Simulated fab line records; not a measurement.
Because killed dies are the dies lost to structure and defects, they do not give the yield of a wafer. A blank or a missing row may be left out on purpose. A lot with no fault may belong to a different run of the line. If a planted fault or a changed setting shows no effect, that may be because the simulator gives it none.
fab line records -- flow n5-finfet
record lots=7, wafers=21
route steps=1938 shown PASSIVATION@1930
start-h: the number of hours between the record's first day and the start of the first shown wafer of the lot -- wait-h: time in hours since the lot's previous step -- " repeats the value in the row above -- L1.1+2: several wafers, shown together as one row -- - value missing, or start not given -- * or withheld: withheld -- < > ~ a bound
route shown NAME@n: names a module that has steps shown in the file, with the first one's number in the route -- usual: mean/standard deviation of fault-free wafers -- same: alike in all rows -- chamber/n: place in a boat -- sites: each site's reading -- _std_site: the values' standard deviation -- _edge_site: mean of outer sites minus mean of inner sites -- radius-mm: how far each site lies from the wafer's centre -- mask NAME#n: copy n -- behind: the most recent tool/chamber to have shaped the wafer -- hold: why the lot went on hold/how many hours it stayed there/how the hold came to an end -- device: transistor that didn't switch, given as n, p or np -- end of line: tests run on the same wafers once the route is complete -- step lacking rows: just its recipe -- killed: at the first sort, the dies lost to defects and structure; wafer yield is something else -- map: shows each die of a wafer: x if killed, . if not, _ if none is there
set.NAME: setting as actually run; set.NAME@STEP: the setting as run at that earlier step -- model.NAME: the simulator's own value behind a step, which no gauge read
lots run with intentionally changed settings; tables by step, rows by wafer
## steps
# step N5_PASSIVATION_ETCH_54
# recipe chemistry=CHF3/O2, target=SiO2, target-depth-a=8800, CHF3_flow_sccm=50, O2_flow_sccm=5, Ar_flow_sccm=200, time-s=440, mask-material=PR, pressure-mtorr=30, source-w=650, bias-w=170, ion-energy-ev=200
lot.wafer,tool,chamber,start-h,wait-h,set.time-s,model.PASSIVATION.feature-depth-nm,model.etch.depth-nm
L076.1,rie-diel-06,3,280.77,0.1,440,848.6,848.5
L076.4,rie-diel-06,2,280.77,0.1,408.6,814,814
L076.6,rie-diel-06,0,280.77,0.1,408.6,821.8,821.9
L074.3,rie-diel-03,2,286.59,0.1,509.1,1040,1040
L074.4,rie-diel-03,3,286.59,0.1,440,842.8,842.7
L074.5,rie-diel-03,0,286.59,0.1,440,865.4,865.4
L082.1,rie-diel-03,1,311.79,0.1,492.8,1014,1014
L082.3,rie-diel-03,2,311.79,0.1,440,887,887
L082.6,rie-diel-03,0,311.79,0.1,440,864.4,864.4
L089.1,rie-diel-06,1,355.95,0.1,440,854.8,854.8
L089.2,rie-diel-06,0,355.95,0.1,440,897.8,897.9
L089.6,rie-diel-06,0,355.95,0.1,440,889.2,889.2
L088.2,rie-diel-03,2,356.46,0.1,440,891.2,891.2
L088.4,rie-diel-03,1,356.46,0.1,377.3,778.4,778.4
L088.6,rie-diel-03,2,356.46,0.1,440,888.2,888.2
L091.2,rie-diel-05,2,361.95,0.1,440,886.6,886.7
L091.4,rie-diel-05,0,361.95,0.1,523.2,1062,1062
L091.6,rie-diel-05,1,361.95,0.1,440,869.8,869.9
L094.1,rie-diel-05,1,375.30,0.1,518,1024,1024
L094.2,rie-diel-05,2,375.30,0.1,440,877.8,877.9
L094.6,rie-diel-05,0,375.30,0.1,518,1050,1050
# step N5_PASSIVATION_STRIP_48
# recipe chemistry=O2, power-w=600, temp-c=60, pressure-mtorr=30, rf-frequency-hz=6e+07, bias-power-w=0, overash-fraction=0.5, o2-flow-sccm=225
# step N5_PASSIVATION_STRIP_52
# recipe chemistry=post-etch-residue-remover, time-s=1200, temp-c=72.5
# step N5_PASSIVATION_SRD_72
# recipe dry=ipa-marangoni, time-s=30, temp-c=23, rinse-liquid=diw
# step N5_PASSIVATION_ANNEAL_56
# recipe temp-c=400, time-s=1800, ambient=FGA, idle-temp-c=300, ramp-up-c-per-min=5, ramp-down-c-per-min=3
# step N5_PASSIVATION_PROBE_49
# usual defect-limited-yield=91.3/1.4, killed_at_M0_to_M3=32/9.5, killed_at_M4_up=14/5.2, killed-at-contacts=13/5.7, killed-at-front-end=41/12, killed-at-other=3.5/2.6, killed-dies=103/17, killed-open=68/14, killed-short=32/7, sort_bin_4_leakage=0.01/0.051, sort_bin_5_function=5.0/0.91, sort_bin_6_memory=3.3/0.7, sort_bin_8_speed=0.03/0.22, sort-n-pass=1076/17, sort-yield-pct=91.2/1.4
# same gross-dies=1180, killed-at-back-side=0
lot.wafer,tool,chamber,start-h,wait-h,set.time-s@PASSIVATION_ETCH_54,defect-limited-yield[%],killed_at_M0_to_M3,killed_at_M4_up,killed-at-contacts,killed-at-front-end,killed-at-other,killed-dies,killed-open,killed-short,sort_bin_4_leakage[%],sort_bin_5_function[%],sort_bin_6_memory[%],sort_bin_8_speed[%],sort-n-pass,sort-yield-pct[%]
L076.1,prober-01,-,283.56,0.0,440,86.3,36,24,51,50,1,162,93,30,0,8.9,3.8,0,1018,86.3
L076.4,prober-01,-,283.71,0.2,408.6,0,1055,20,53,45,7,1180,90,42,0,58.5,4.9,0,0,0
L076.6,prober-01,-,283.81,0.3,408.6,91.0,35,12,14,36,9,106,61,44,0,4.7,3.8,0,1074,91.0
L074.3,prober-02,-,289.81,0.1,509.1,4.2,1037,17,32,42,2,1130,72,32,0,69.4,14.3,0,50,4.2
L074.4,prober-02,-,289.86,0.2,440,5.0,1016,19,34,47,5,1121,94,51,0,66.9,14.6,0,59,5.0
L074.5,prober-02,-,289.91,0.2,440,90.6,24,18,23,43,3,111,82,28,0,4.8,4.3,0,1069,90.6
L082.1,prober-01,-,314.62,0.0,492.8,90.7,33,10,10,53,4,110,67,29,0,5.4,2.5,0,1070,90.7
L082.3,prober-01,-,314.72,0.1,440,91.0,43,11,17,32,3,106,59,32,0,5.9,2.9,0,1074,91.0
L082.6,prober-01,-,314.87,0.3,440,92.0,21,14,12,45,2,94,49,40,0,3.9,3.4,0,1086,92.0
L089.1,prober-01,-,358.73,0.0,440,90.4,30,15,15,52,1,113,60,43,0,4.5,3.8,0,1067,90.4
L089.2,prober-01,-,358.78,0.1,440,93.0,28,11,16,27,1,83,57,26,0,4.0,2.9,0,1097,93.0
L089.6,prober-01,-,358.98,0.3,440,92.5,21,17,15,34,2,89,56,33,0,4.4,2.9,0,1091,92.5
L088.2,prober-02,-,359.29,0.1,440,92.0,38,6,6,42,2,94,60,34,0,4.2,3.6,0,1086,92.0
L088.4,prober-02,-,359.39,0.2,377.3,84.8,49,13,22,49,46,179,78,41,0,9.2,4.7,0,1001,84.8
L088.6,prober-02,-,359.49,0.3,440,91.5,18,23,9,46,4,100,60,32,0,5.0,2.5,0.08,1080,91.5
L091.2,prober-02,-,364.78,0.1,440,90.4,31,8,36,34,4,113,42,40,0,4.7,4.3,0,1067,90.4
L091.4,prober-02,-,364.88,0.2,523.2,90.8,43,20,11,31,3,108,69,29,0,5.5,2.9,0,1072,90.8
L091.6,prober-02,-,364.98,0.3,440,92.2,35,13,10,29,5,92,54,36,0,5.2,2.2,0,1088,92.2
L094.1,prober-01,-,378.08,0.0,518,89.5,35,21,8,59,1,124,77,34,0.17,5.7,3.4,0,1056,89.5
L094.2,prober-01,-,378.13,0.1,440,87.1,77,12,4,57,2,152,69,28,0,7.5,4.6,0,1028,87.1
L094.6,prober-01,-,378.33,0.3,518,86.6,75,9,12,62,0,158,82,28,0.42,7.6,4.4,0,1022,86.6
# killed by level:class
L076.1 MOL_CONTACT_COAG:area-expose=32 FIN_SAQP:geometric-particle:open=22 MOL_CONTACT_COAG:geometric-particle:open=16 BEOL_M4:geometric-particle:open=13 BEOL_M0_SAQP:geometric-particle:short=8 BEOL_M0:geometric-particle:open=6 BEOL_M0_SAQP:geometric-particle:open=6 STI_FIN_REVEAL:geometric-particle:open=5
L076.4 BEOL_M3:area-expose=1011 MOL_CONTACT_COAG:area-expose=36 FIN_SAQP:geometric-particle:open=15 BEOL_M0_SAQP:geometric-particle:open=13 MOL_CONTACT_COAG:geometric-particle:open=12 BEOL_M0_SAQP:geometric-particle:short=12 BEOL_M4:geometric-particle:open=11 STI_FIN_REVEAL:geometric-particle:open=9
L076.6 FIN_SAQP:geometric-particle:open=13 BEOL_M0_SAQP:geometric-particle:short=13 MOL_CONTACT_COAG:geometric-particle:open=10 BEOL_M0_SAQP:geometric-particle:open=10 BEOL_M4:geometric-particle:open=6 BEOL_M3:geometric-particle:open=6 MIM_TOP:geometric-particle:short=5 STI_FIN_REVEAL:geometric-particle:open=4
L074.3 BEOL_M3:area-expose=1015 MOL_CONTACT_COAG:geometric-particle:open=21 FIN_SAQP:geometric-particle:short=9 MOL_CONTACT_COAG:area-expose=9 STI_FIN_REVEAL:geometric-particle:open=7 DUMMY_GATE:geometric-particle:open=5 GATE_CUT:geometric-particle:short=5 BEOL_M2:geometric-particle:open=5
L074.4 BEOL_M3:area-expose=972 MOL_CONTACT_COAG:geometric-particle:open=21 STI_FIN_REVEAL:geometric-particle:open=11 MOL_CONTACT_COAG:geometric-particle:short=11 BEOL_M3:geometric-particle:open=11 BEOL_M4:geometric-particle:open=10 BEOL_M0_SAQP:geometric-particle:short=9 FIN_SAQP:geometric-particle:open=7
L074.5 MOL_CONTACT_COAG:geometric-particle:open=18 STI_FIN_REVEAL:geometric-particle:open=11 BEOL_M3:geometric-particle:open=10 FIN_SAQP:geometric-particle:open=9 BEOL_M4:geometric-particle:open=8 FIN_SAQP:geometric-particle:short=6 MOL_CONTACT_COAG:geometric-particle:short=5 BEOL_M1:geometric-particle:open=4
L082.1 HKMG_FIN:area-etch=14 FIN_SAQP:geometric-particle:open=13 STI_FIN_REVEAL:geometric-particle:open=8 MOL_CONTACT_COAG:geometric-particle:open=8 BEOL_M3:geometric-particle:open=7 BEOL_M2:geometric-particle:open=6 BEOL_M4:geometric-particle:open=6 FIN_SAQP:geometric-particle:short=5
L082.3 MOL_CONTACT_COAG:geometric-particle:open=15 BEOL_M0_SAQP:area-etch=15 BEOL_M1:geometric-particle:open=10 FIN_SAQP:geometric-particle:open=9 GATE_CUT:geometric-particle:short=5 BEOL_M0:geometric-particle:open=4 BEOL_M3:geometric-particle:open=4 BEOL_M4:geometric-particle:open=4
L082.6 GATE_CUT:geometric-particle:short=10 MOL_CONTACT_COAG:geometric-particle:open=9 FIN_SAQP:geometric-particle:short=8 FIN_SAQP:geometric-particle:open=7 BEOL_M4:geometric-particle:open=7 BEOL_M1:geometric-particle:open=4 BEOL_M1:geometric-particle:short=4 BEOL_M2:geometric-particle:open=4
L089.1 MOL_CONTACT_COAG:geometric-particle:open=13 HKMG_FIN:area-etch=10 FIN_SAQP:geometric-particle:open=9 FIN_SAQP:geometric-particle:short=8 BEOL_M0_SAQP:geometric-particle:short=8 BEOL_M0_SAQP:geometric-particle:open=6 BEOL_M2:geometric-particle:short=6 GATE_CUT:geometric-particle:open=5
L089.2 MOL_CONTACT_COAG:geometric-particle:open=13 FIN_SAQP:geometric-particle:open=6 BEOL_M1:geometric-particle:open=6 BEOL_M4:geometric-particle:open=5 ILD0:geometric-particle:open=5 BEOL_M3:geometric-particle:open=5 FIN_SAQP:geometric-particle:short=4 BEOL_M0_SAQP:geometric-particle:short=4
L089.6 MOL_CONTACT_COAG:geometric-particle:open=13 BEOL_M0_SAQP:geometric-particle:short=6 BEOL_M4:geometric-particle:short=6 FIN_SAQP:geometric-particle:open=5 FIN_SAQP:geometric-particle:short=4 STI_FIN_REVEAL:geometric-particle:open=4 DUMMY_GATE:geometric-particle:short=4 DUMMY_GATE:geometric-particle:open=3
L088.2 BEOL_M0_SAQP:geometric-particle:short=15 FIN_SAQP:geometric-particle:open=9 BEOL_M0_SAQP:geometric-particle:open=8 FIN_SAQP:geometric-particle:short=7 STI_FIN_REVEAL:geometric-particle:open=7 BEOL_M0:geometric-particle:open=6 MOL_CONTACT_COAG:geometric-particle:open=5 GATE_CUT:geometric-particle:short=4
L088.4 PASSIVATION:area-etch=40 MOL_CONTACT_COAG:geometric-particle:open=20 BEOL_M0_SAQP:geometric-particle:short=17 HKMG_FIN:area-etch=10 FIN_SAQP:geometric-particle:open=9 BEOL_M3:area-expose=9 GATE_CUT:geometric-particle:open=8 BEOL_M0_SAQP:geometric-particle:open=7
L088.6 BEOL_M4:geometric-particle:open=16 FIN_SAQP:geometric-particle:open=13 GATE_CUT:geometric-particle:short=6 BEOL_M0_SAQP:geometric-particle:short=6 HKMG_FIN:area-etch=6 STI_FIN_REVEAL:geometric-particle:open=5 FIN_SAQP:geometric-particle:short=4 ILD0:geometric-particle:open=4
L091.2 MOL_CONTACT_COAG:area-expose=29 BEOL_M0_SAQP:geometric-particle:short=10 STI_FIN_REVEAL:geometric-particle:open=7 BEOL_M0_SAQP:geometric-particle:open=7 BEOL_M2:geometric-particle:short=6 GATE_CUT:geometric-particle:short=4 STI_FIN_REVEAL:geometric-particle:short=4 MOL_CONTACT_COAG:geometric-particle:open=4
L091.4 BEOL_M0_SAQP:geometric-particle:open=10 MOL_CONTACT_COAG:geometric-particle:open=10 BEOL_M0_SAQP:geometric-particle:short=9 BEOL_M2:geometric-particle:open=9 BEOL_M4:geometric-particle:open=9 BEOL_M1:geometric-particle:open=8 HKMG_FIN:area-etch=8 BEOL_M5:geometric-particle:open=5
L091.6 BEOL_M0_SAQP:geometric-particle:open=10 BEOL_M2:geometric-particle:short=8 MOL_CONTACT_COAG:geometric-particle:open=7 BEOL_M4:geometric-particle:open=7 STI_FIN_REVEAL:geometric-particle:open=6 BEOL_M0_SAQP:geometric-particle:short=6 BEOL_M1:geometric-particle:open=6 SPACER0:geometric-particle:short=5
L094.1 BEOL_M4:geometric-particle:open=16 BEOL_M3:geometric-particle:open=13 STI_FIN_REVEAL:geometric-particle:open=12 FIN_SAQP:geometric-particle:open=9 HKMG_FIN:area-etch=9 MOL_CONTACT_COAG:geometric-particle:open=8 BEOL_M1:geometric-particle:short=7 FIN_SAQP:geometric-particle:short=6
L094.2 BEOL_M3:area-expose=51 STI_FIN_REVEAL:geometric-particle:open=20 BEOL_M3:geometric-particle:open=10 FIN_SAQP:geometric-particle:short=9 BEOL_M4:geometric-particle:open=8 FIN_SAQP:geometric-particle:open=7 BEOL_M1:geometric-particle:open=5 GATE_CUT:geometric-particle:short=4
L094.6 BEOL_M3:area-expose=36 STI_FIN_REVEAL:geometric-particle:open=17 FIN_SAQP:geometric-particle:open=11 MOL_CONTACT_COAG:geometric-particle:open=11 BEOL_M1:geometric-particle:open=10 FIN_SAQP:geometric-particle:short=8 BEOL_M3:geometric-particle:open=7 HKMG_FIN:area-etch=7
## key
split step=N5_PASSIVATION_ETCH_54, setting=time-s, stated=440, by=wafer
response step=N5_PASSIVATION_ETCH_54, reading=model.PASSIVATION.feature-depth-nm, change=+9.64, per=1%, r=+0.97
response step=N5_PASSIVATION_ETCH_54, reading=model.etch.depth-nm, change=+9.64, per=1%, r=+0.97
response step=N5_PASSIVATION_PROBE_49, reading=killed-at-other, shape=bent, at-lowest=46, at-stated=2.7, at-highest=3
